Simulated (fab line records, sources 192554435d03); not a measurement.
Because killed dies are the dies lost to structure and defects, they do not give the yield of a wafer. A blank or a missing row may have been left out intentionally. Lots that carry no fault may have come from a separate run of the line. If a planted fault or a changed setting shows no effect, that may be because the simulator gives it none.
Chamber matching | flow n5 finfet | rie diel-03 running N5_BEOL_M5_VIA_ETCH_34: 4 sister chambers
The step etches SiCOH lowk in C4F6/O2, target depth 88.3 nm, time 39.2 s. 4 wafers are shown with their chamber, then 11 later ones without.

## EACH WAFER AND ITS CHAMBER
wafer  | chamber | showerhead plenum p Torr (Torr)
L083.1 | 3       | 2.91
L083.4 | 1       | 2.91
L083.5 | 0       | 2.94
L084.2 | 2       | 2.71

## WAFERS MISSING THEIR CHAMBER
wafer  | showerhead plenum p Torr (Torr)
L084.3 | 2.91
L084.6 | 2.71
L092.2 | 2.93
L092.3 | 2.70
L092.6 | 2.93
L094.2 | 2.89
L094.3 | 2.90
L094.4 | 3.04
L097.2 | 2.90
L097.4 | 2.89
L097.5 | 2.90

## CHAMBER TAKEN BY EACH
wafer  | from the rows above          | in truth
L084.3 | can't be placed: 1 or 3 or 0 | 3
L084.6 | 2                            | 2
L092.2 | can't be placed: 0 or 1 or 3 | 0
L092.3 | 2                            | 2
L092.6 | can't be placed: 0 or 1 or 3 | 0
L094.2 | can't be placed: 1 or 3 or 0 | 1
L094.3 | can't be placed: 1 or 3 or 0 | 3
L094.4 | can't be placed: 0 or 1 or 3 | 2
L097.2 | can't be placed: 1 or 3 or 0 | 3
L097.4 | can't be placed: 1 or 3 or 0 | 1
L097.5 | can't be placed: 1 or 3 or 0 | 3
2 of 11 placed correctly. Cannot be placed on the basis of these rows: 9; the candidates contain the true chamber in 8. Placed wrongly: 0.
How it was worked out, from the rows above alone: a wafer's distance from a chamber is the root of the sum, over the readings, of the square of ((its reading less the chamber's mean) divided by the reading's scatter). The wafer belongs to the nearest chamber; if the next one is less than 2 further off, it can't be placed. For every chamber, the mean is computed from those of its wafers that are shown. The scatter (one wafer shown for each chamber): square how far every hidden wafer sits from the nearest shown wafer, average those squares and take the square root.
